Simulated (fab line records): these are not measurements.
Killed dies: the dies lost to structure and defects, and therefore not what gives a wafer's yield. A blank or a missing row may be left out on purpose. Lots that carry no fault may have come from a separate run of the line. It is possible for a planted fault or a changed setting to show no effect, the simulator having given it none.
Chamber matching | flow n5 finfet | N5_FIN_SAQP_ETCH_34 on rie diel-01: 4 sister chambers
The step etches SiO2 in C4F6/O2, target depth 45 nm, time 15 s. 8 wafers are shown with their chamber, then 8 later ones without.

EACH WAFER AND ITS CHAMBER
wafer  | chamber | throttle valve pct (%) | oes_o_777_au (a.u.)
L079.1 | 2       | 20.92                  | 0.77
L079.3 | 0       | 21.57                  | 0.72
L083.1 | 1       | 21.08                  | 0.68
L083.3 | 0       | 21.56                  | 0.71
L083.5 | 1       | 21.09                  | 0.68
L086.5 | 2       | 20.95                  | 0.75
L086.6 | 3       | 20.84                  | 1.00
L088.1 | 3       | 20.87                  | 0.98

WAFERS WITHOUT THEIR CHAMBER
wafer  | throttle valve pct (%) | oes_o_777_au (a.u.)
L088.3 | 20.95                  | 0.74
L088.4 | 20.85                  | 0.97
L090.1 | 20.87                  | 0.95
L090.3 | 20.72                  | 0.99
L090.5 | 20.73                  | 0.98
L091.1 | 20.94                  | 0.75
L091.5 | 20.89                  | 0.95
L091.6 | 20.72                  | 0.97

WHICH CHAMBER EACH WENT THROUGH
wafer  | from the rows above | in truth
L088.3 | 2                   | 2
L088.4 | 3                   | 3
L090.1 | 3                   | 3
L090.3 | 3                   | 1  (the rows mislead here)
L090.5 | 3                   | 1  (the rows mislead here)
L091.1 | 2                   | 2
L091.5 | 3                   | 3
L091.6 | 3                   | 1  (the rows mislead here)
5 of 8 placed correctly. Number that these rows cannot place: 0. Placed wrongly: 3.
How it was worked out, from the rows above alone: a wafer's distance from a chamber is the root of the sum, over the readings, of the square of ((its reading less the chamber's mean) divided by the reading's scatter). If the next closest chamber is less than 2 further off than the closest, the wafer can't be placed; otherwise it belongs to the closest. The mean given for a chamber averages the wafers shown for that chamber. The scatter is the square root of a quotient: the sum, over the shown wafers, of each reading's squared deviation from its chamber's mean, divided by wafers minus chambers.
